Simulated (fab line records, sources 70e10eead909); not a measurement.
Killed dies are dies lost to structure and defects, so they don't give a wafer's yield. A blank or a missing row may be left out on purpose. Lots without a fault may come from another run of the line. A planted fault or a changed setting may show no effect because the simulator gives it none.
fab line records | flow nand_harc
record lots=11 wafers=33 last_day=32
route steps=1302 shown A_CHANNEL_HOLE_D1@463 END@1302
lots that met no fault: from a run of the same line without faults
start_h: hours from the record's first day to the start of the lot's first wafer shown | wait_h: hours since the lot's step before | " the same as in the row above | L1.1+2: a row that stands for several wafers | - no value, or no start given | * or withheld: withheld | < > ~ a bound
route shown NAME@n: a module of which the file shows steps, and the number in the route of the first | usual: mean/standard deviation of fault-free wafers | same: alike in all rows | chamber/n: place in a boat | sites: the reading at each site | _std_site: their standard deviation | _edge_site: outer sites' mean less inner sites' | radius_mm: how far each site lies from the wafer's centre | mask NAME#n: copy n | behind: the tool/chamber that last shaped the wafer | hold: why the lot was held/for how many hours/how that ended | device: the transistor (n, p or np) that didn't switch | end of line: the same wafers' tests at the end of the route | a step without rows: its recipe alone | killed: dies lost to structure and defects at the first sort, not the wafer's yield | map: a wafer's dies, x killed, . not, _ none there
set.NAME: the setting as run; set.NAME@STEP: as run at that earlier step | model.NAME: the simulator's own value behind a step, which no gauge read
steps of the route over a sample of lots; a table a step, a row a wafer
services: from which hour (start_h, from the record's first day; less than 0 if before it) a tool's chamber was out of use, for how many hours, and why
## steps
# step NHARC_A_CHANNEL_HOLE_D1_OVL_MEAS_11
# usual overlay_x_nm=-0.2/0.92 overlay_y_nm=0.3/0.96
# columns lot.wafer tool chamber start_h wait_h overlay_x_nm overlay_y_nm
L205.2 overlay-01 - 183.62 - 0.0 1.2
L205.3 " - " " 0.0 1.5
L205.6 " - " " -0.7 1.1
L207.2 overlay-01 - 197.18 - 0.2 0.3
L207.4 " - " " 0.3 0.5
L207.6 " - " " -0.1 0.1
L208.2 overlay-01 - 212.12 - -0.5 1.3
L208.4 " - " " -0.8 1.3
L208.5 " - " " -0.7 1.7
L210.3 overlay-02 - 228.21 - -1.5 2.1
L210.5 " - " " -0.9 2.0
L210.6 " - " " -1.0 1.4
L211.1 overlay-01 - 239.10 - -0.5 -1.0
L211.2 " - " " -0.2 -0.8
L211.4 " - " " -1.1 -0.3
L212.2 overlay-02 - 248.37 - -1.2 0.8
L212.3 " - " " -0.7 0.9
L212.5 " - " " -1.1 0.4
L213.2 overlay-01 - 263.01 - -2.1 1.7
L213.4 " - " " -2.1 1.5
L213.6 " - " " -1.7 1.9
L215.4 overlay-01 - 276.37 - 1.6 0.1
L215.5 " - " " 1.2 0.4
L215.6 " - " " 1.4 0.6
L217.2 overlay-01 - 288.11 - 0.0 -0.8
L217.5 " - " " -0.2 -0.9
L217.6 " - " " -0.4 -0.3
L223.1 overlay-01 - 370.28 - -0.6 0.1
L223.4 " - " " -1.3 0.7
L223.6 " - " " -0.8 0.6
L226.2 overlay-02 - 393.61 - -0.5 -0.7
L226.4 " - " " -1.4 -1.3
L226.5 " - " " -0.3 -1.2
# step NHARC_A_CHANNEL_HOLE_D1_ETCH_39
# recipe target_depth_a=2600 over_etch_frac=0.3 time_s=325 ion_energy_ev=200 n2_flow_sccm=150 h2_flow_sccm=150 ar_flow_sccm=0 rf_w=400 bias_w=150 chemistry=N2/H2
# usual drypump_motor_current_A=5.8/0.56 oes_product_au=0.999/0.0081 rf_vpp_V=430.8/2.9 run_length_s=346.3/0.3 showerhead_plenum_p_Torr=2.05/0.1 throttle_valve_pct=14.173/0.0091
# columns lot.wafer tool chamber start_h wait_h drypump_motor_current_A oes_product_au rf_hours_counter_h rf_vpp_V run_length_s showerhead_plenum_p_Torr throttle_valve_pct
L205.2 rie_diel-09 3 183.91 - 5.3 0.989 3 434.5 346.4 2.20 14.165
L205.3 " 1 " " 6.6 1.001 3 427.2 346.6 1.91 14.155
L205.6 " 3 " " 5.3 0.998 - 435.2 346.5 2.20 14.168
L207.2 rie_diel-01 3 197.70 - 5.8 1.007 38 428.3 345.8 1.96 14.171
L207.4 " 1 " " 5.4 0.997 54 425.0 346.5 1.87 14.174
L207.6 " 3 " " 5.8 0.995 - 428.9 345.6 1.96 14.175
L208.4 rie_diel-13 1 212.39 - 5.3 0.995 11 434.2 345.7 2.12 14.187
L208.2 " 0 " " 6.4 0.998 11 431.5 346.4 2.05 14.193
L208.5 " 2 " " 6.0 0.991 - 435.0 345.9 2.20 14.176
L210.3 rie_diel-09 3 228.53 - 5.2 0.995 7 434.1 346.2 2.20 14.177
L210.5 " 1 " " 6.6 0.997 - 427.1 346.8 1.91 14.175
L210.6 " 2 " " 6.1 0.993 - 432.7 346.1 2.03 14.187
L211.2 rie_diel-09 1 239.38 - 6.6 0.992 8 425.8 346.6 1.91 14.176
L211.1 " 2 " " 6.1 0.984 8 430.1 346.2 2.03 14.170
L211.4 " 3 " " 5.2 0.993 8 436.2 346.6 2.20 14.166
L212.3 rie_diel-13 2 248.69 - 6.0 0.990 23 435.8 346.0 2.19 14.164
L212.2 " 3 " " 5.9 0.987 20 429.1 345.9 1.96 14.170
L212.5 " 1 " " 5.3 0.994 - 432.2 345.7 2.12 14.163
L213.2 rie_diel-09 1 263.31 - 6.6 1.000 9 426.6 347.0 1.91 14.190
L213.4 " 3 " " 5.2 0.998 9 433.5 346.1 2.20 14.168
L213.6 " 0 " " 5.0 1.011 - 430.8 346.4 2.03 14.159
L215.4 rie_diel-09 0 276.67 - 5.0 1.005 11 429.8 346.1 2.03 14.172
L215.6 " 3 " " 5.2 0.999 - 432.1 346.6 2.20 14.188
L215.5 " 0 " " 5.0 1.013 - 430.1 346.4 2.03 14.170
L217.2 rie_diel-13 2 288.48 - 6.0 1.000 36 434.7 345.9 2.19 14.169
L217.5 " 3 " " 5.8 0.990 - 428.5 345.9 1.96 14.187
L217.6 " 2 " " 6.0 1.009 - 435.2 345.9 2.19 14.186
L223.4 rie_diel-09 1 370.66 - 6.6 1.012 3 425.3 278.2 1.90 14.164
L223.1 " 3 " " 5.2 1.005 3 434.4 277.9 2.19 14.157
L223.6 " 1 " " 6.6 1.004 - 427.8 278.0 1.90 14.185
L226.2 rie_diel-09 3 393.88 - 5.3 0.995 5 434.5 277.8 2.19 14.179
L226.4 " 1 " " 6.6 1.006 5 426.2 277.9 1.90 14.157
L226.5 " 3 " " 5.2 0.999 - 434.1 278.0 2.19 14.177
# step NHARC_A_CHANNEL_HOLE_D1_ETCH_23
# recipe bias_v=5000 source_w=withheld pressure_mtorr=20 time_s=819 ar_flow_sccm=375 c4f8_flow_sccm=89.3 o2_flow_sccm=35.7 temp_c=-20 target_depth_a=16000 chemistry=C4F8/O2/Ar
# usual c4f8_flow_sccm=89.32/0.24 drypump_motor_current_A=5.9/0.39 run_length_s=805/4.4 showerhead_plenum_p_Torr=3.62/0.14 throttle_valve_pct=32.155/0.0083
# columns lot.wafer tool chamber start_h wait_h c4f8_flow_sccm drypump_motor_current_A rf_hours_counter_h run_length_s showerhead_plenum_p_Torr throttle_valve_pct
L205.2 har_etch-01 0 188.58 0.5 88.93 6.4 86 804 3.66 32.153
L205.3 " 0 " " 89.42 6.4 - 804 3.66 32.153
L205.6 " 0 " " 89.11 6.4 - 804 3.66 32.161
L207.2 har_etch-02 0 200.14 0.5 89.12 5.8 295 804 3.42 32.153
L207.4 " 1 " " 89.41 5.8 - 804 3.54 32.178
L207.6 " 1 " " 89.26 5.8 - 804 3.54 32.157
L208.2 har_etch-02 0 214.82 0.5 89.32 5.8 303 804 3.41 32.160
L208.4 " 0 " " 89.08 5.7 - 804 3.41 32.159
L208.5 " 1 " " 89.40 5.8 - 804 3.54 32.151
L210.3 har_etch-01 1 234.52 0.5 88.86 5.3 - 804 3.72 32.154
L210.5 " 0 " " 89.27 6.5 - 804 3.65 32.142
L210.6 " 1 " " 89.10 5.3 - 804 3.72 32.162
L211.2 har_etch-02 1 244.70 0.5 89.32 5.8 341 804 3.52 32.150
L211.1 " 0 " " 89.44 5.8 326 804 3.40 32.131
L211.4 " 0 " " 89.33 5.8 - 804 3.40 32.160
L212.2 har_etch-01 1 251.20 0.5 89.20 5.3 127 804 3.71 32.141
L212.3 " 1 " " 89.21 5.3 - 804 3.71 32.171
L212.5 " 0 " " 89.67 6.5 - 804 3.64 32.150
L213.2 har_etch-02 1 265.84 0.5 89.09 5.8 353 804 3.52 32.160
L213.4 " 0 " " 89.96 5.8 - 804 3.39 32.150
L213.6 " 0 " " 89.69 5.8 - 804 3.39 32.155
L215.4 har_etch-02 1 281.91 1.1 89.35 5.8 - 820 3.51 32.154
L215.5 " 1 " " 89.18 5.8 - 820 3.51 32.154
L215.6 " 1 " " 89.10 5.8 - 820 3.51 32.150
L217.2 har_etch-01 0 292.41 0.5 89.20 6.4 150 804 3.63 32.157
L217.5 " 1 " " 89.61 5.4 - 804 3.70 32.142
L217.6 " 0 " " 89.36 6.5 - 804 3.63 32.161
L223.1 har_etch-01 1 373.32 0.5 88.89 5.4 196 804 3.68 32.157
L223.4 " 1 " " 88.81 5.3 - 804 3.68 32.153
L223.6 " 0 " " 89.26 6.5 - 804 3.60 32.158
L226.2 har_etch-01 0 399.84 0.5 89.50 6.4 219 804 3.59 32.161
L226.4 " 0 " " 89.20 6.4 - 804 3.59 32.147
L226.5 " 1 " " 89.12 5.4 - 804 3.66 32.140
# step NHARC_A_CHANNEL_HOLE_D1_ETCH_25
# recipe bias_v=5000 source_w=withheld pressure_mtorr=20 time_s=1040.2 ar_flow_sccm=375 c4f8_flow_sccm=93.8 o2_flow_sccm=31.2 temp_c=-20 target_depth_a=15000 chemistry=C4F8/O2/Ar
# usual c4f8_flow_sccm=93.87/0.25 drypump_motor_current_A=5.9/0.39 run_length_s=1025.9/2.6 showerhead_plenum_p_Torr=3.61/0.14 throttle_valve_pct=32.235/0.0091
# columns lot.wafer tool chamber start_h wait_h c4f8_flow_sccm drypump_motor_current_A rf_hours_counter_h run_length_s showerhead_plenum_p_Torr throttle_valve_pct
L205.2 har_etch-01 0 190.06 0.6 94.15 6.4 87 1025.2 3.65 32.229
L205.3 " 0 " " 93.97 6.4 - 1025.2 3.66 32.257
L205.6 " 0 " " 94.20 6.4 - 1025.2 3.65 32.232
L207.2 har_etch-02 0 201.62 0.6 94.13 5.8 297 1025.2 3.41 32.224
L207.4 " 1 " " 94.13 5.8 - 1025.2 3.54 32.232
L207.6 " 1 " " 94.04 5.8 - 1025.2 3.54 32.238
L208.2 har_etch-02 0 216.27 0.6 93.93 5.8 304 1025.2 3.41 32.230
L208.4 " 0 " " 93.72 5.8 - 1025.2 3.41 32.240
L208.5 " 1 " " 93.86 5.8 - 1025.2 3.53 32.246
L210.3 har_etch-01 1 236.06 0.7 93.76 5.4 - 1025.2 3.72 32.225
L210.5 " 0 " " 93.77 6.4 - 1025.2 3.64 32.247
L210.6 " 1 " " 93.47 5.3 - 1025.2 3.72 32.219
L211.2 har_etch-02 1 246.18 0.6 93.42 5.8 343 1025.2 3.52 32.233
L211.1 " 0 " " 93.50 5.8 327 1025.2 3.40 32.224
L211.4 " 0 " " 93.81 5.8 - 1025.2 3.40 32.230
L212.2 har_etch-01 1 252.69 0.7 93.67 5.4 129 1025.2 3.71 32.245
L212.3 " 1 " " 93.82 5.4 - 1025.2 3.71 32.237
L212.5 " 0 " " 93.71 6.5 - 1025.2 3.63 32.230
L213.2 har_etch-02 1 267.35 0.7 93.77 5.8 354 1025.2 3.51 32.232
L213.4 " 0 " " 93.53 5.8 - 1025.2 3.39 32.218
L213.6 " 0 " " 93.80 5.8 - 1025.2 3.39 32.233
L215.4 har_etch-02 1 285.01 1.4 94.24 5.8 - 1032.2 3.51 32.235
L215.5 " 1 " " 94.00 5.8 - 1032.2 3.51 32.227
L215.6 " 1 " " 93.99 5.8 - 1032.2 3.51 32.243
L217.2 har_etch-01 0 293.92 0.7 94.16 6.4 152 1025.2 3.62 32.225
L217.5 " 1 " " 94.10 5.3 - 1025.2 3.69 32.229
L217.6 " 0 " " 94.29 6.4 - 1025.2 3.62 32.235
L223.1 har_etch-01 1 374.77 0.6 93.92 5.3 197 1025.2 3.67 32.239
L223.4 " 1 " " 94.10 5.4 - 1025.2 3.67 32.234
L223.6 " 0 " " 94.00 6.5 - 1025.2 3.60 32.222
L226.2 har_etch-01 0 401.31 0.6 94.05 6.4 220 1025.2 3.58 32.240
L226.4 " 0 " " 94.12 6.5 - 1025.2 3.58 32.239
L226.5 " 1 " " 94.10 5.4 - 1025.2 3.66 32.234
# step NHARC_END_SORT_01
# recipe temp_c=25
# usual killed_at_array=61/22 killed_at_other=0.8/1 killed_at_periphery=3.8/2.3 killed_dies=66/22 killed_open=3.2/1.9 killed_short=2.8/1.8
# same gross_dies=677
# columns lot.wafer tool chamber start_h wait_h killed_at_array killed_at_other killed_at_periphery killed_dies killed_open killed_short
L215.4 prober-01 0 654.54 3.4 60 1 2 63 0 3
L215.5 prober-01 0 655.35 3.7 55 0 2 57 1 4
L215.6 prober-01 0 656.15 4.0 54 1 1 56 0 2
L217.2 prober-02 0 658.86 2.8 68 0 2 70 3 4
L217.5 prober-02 0 661.28 3.7 39 0 2 41 2 2
L217.6 prober-02 0 662.08 4.0 55 1 1 57 2 2
# killed by level:class
L215.4 A_CHANNEL_HOLE_D1:chamber_film_flake=38 A_STAIRCASE:chamber_film_flake=8 A_CONTACT:chamber_film_flake=4 A_WL_FILL:geometric_particle:short=2 P_GATE:chamber_film_flake=2 A_CHANNEL_HOLE_D2:unspecified=2 A_CHANNEL_FILL_D2:chamber_film_flake=2 A_SLIT:chamber_film_flake=2
L215.5 A_CHANNEL_HOLE_D1:chamber_film_flake=30 A_STAIRCASE:chamber_film_flake=6 A_SLIT:chamber_film_flake=6 A_CHANNEL_HOLE_D2:unspecified=4 A_CHANNEL_HOLE_D2:geometric_particle:short=2 P_GATE:chamber_film_flake=2 A_CHANNEL_FILL_D2:chamber_film_flake=2 A_CHANNEL_HOLE_D1:geometric_particle:short=1
L215.6 A_CHANNEL_HOLE_D1:chamber_film_flake=33 A_STAIRCASE:chamber_film_flake=9 A_CHANNEL_HOLE_D2:unspecified=5 A_CHANNEL_FILL_D2:chamber_film_flake=3 A_SLIT:chamber_film_flake=2 A_CHANNEL_HOLE_D1:geometric_particle:short=1 A_SGD_CUT:geometric_particle:short=1 P_GATE:chamber_film_flake=1
L217.2 A_SLIT:chamber_film_flake=38 A_CONTACT:chamber_film_flake=6 A_ZERO_WELL:chamber_film_flake=5 A_CHANNEL_HOLE_D1:chamber_film_flake=4 P_ZERO_WELL:chamber_film_flake=2 A_CHANNEL_HOLE_D2:chamber_film_flake=2 A_M1:chamber_film_flake=2 A_CHANNEL_FILL_D1:geometric_particle:short=1
L217.5 A_SLIT:chamber_film_flake=20 A_CHANNEL_HOLE_D1:chamber_film_flake=4 A_CONTACT:chamber_film_flake=4 P_CONTACT:chamber_film_flake=2 A_CHANNEL_FILL_D2:chamber_film_flake=2 A_M1:chamber_film_flake=2 A_CHANNEL_FILL_D1:geometric_particle:short=1 A_ONON_D2:geometric_particle:short=1
L217.6 A_SLIT:chamber_film_flake=34 A_CHANNEL_HOLE_D1:chamber_film_flake=5 A_CHANNEL_FILL_D2:chamber_film_flake=3 A_CONTACT:chamber_film_flake=3 A_ZERO_WELL:chamber_film_flake=2 A_ONON_D2:geometric_particle:short=1 A_M0:geometric_particle:open=1 A_M0:geometric_particle:short=1
## services
# columns tool chamber start_h hours kind
rie_diel-13 - 165.22 9.0 pm
har_etch-02 0 167.69 - consumable_replace:focus_ring
har_etch-02 0 167.69 17.0 scheduled_down
har_etch-02 0 167.69 17.0 vent_cycle
rie_diel-01 - 206.51 9.0 pm
rie_diel-13 0 249.69 2.7 repair
rie_diel-13 0 258.78 4.7 repair
rie_diel-13 3 262.69 16.8 repair
har_etch-02 0 278.36 - consumable_replace:showerhead
har_etch-02 0 278.36 17.0 scheduled_down
har_etch-02 0 278.36 17.0 vent_cycle
rie_diel-13 1 283.02 23.5 repair
rie_diel-09 2 286.83 1.6 repair
rie_diel-01 3 306.00 3.1 repair
rie_diel-09 - 320.10 9.0 pm
rie_diel-01 0 335.22 2.6 repair
rie_diel-13 - 344.48 9.0 pm
har_etch-01 - 357.22 5.0 repair
rie_diel-01 - 375.63 1.0 repair
har_etch-02 - 379.77 17.0 pm
har_etch-02 0 379.77 17.0 vent_cycle
har_etch-02 1 379.77 17.0 vent_cycle
rie_diel-01 - 383.76 9.0 pm
har_etch-02 0 396.77 - clean
## key
first_sign step=NHARC_A_CHANNEL_HOLE_D1_ETCH_39 reading=run_length_s direction=down sigmas=99+ usual=* struck=*
effect none on later readings
met_at NHARC_A_CHANNEL_HOLE_D1_ETCH_39
struck_lots L223,L226
tester_left_out L223,L226
not_acting_at NHARC_A_CHANNEL_HOLE_D1_OVL_MEAS_11,NHARC_A_CHANNEL_HOLE_D1_ETCH_23,NHARC_A_CHANNEL_HOLE_D1_ETCH_25
onset_between 276.67 370.66
fault kind=process_parameter_drift tool=rie_diel-09 chamber=- onset_h=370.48 steps=NHARC_A_CHANNEL_HOLE_D1_ETCH_39 channel=time_s offset=* shape=step end_h=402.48 acts_in=* stated=*
# tester_left_out: of these lots the tester's yield and bins aren't shown, on N5 and GAA mostly nor the transistor test; their killed dies are dies lost to structure and defects alone, not to doping, threshold or leakage, so they don't give the yield
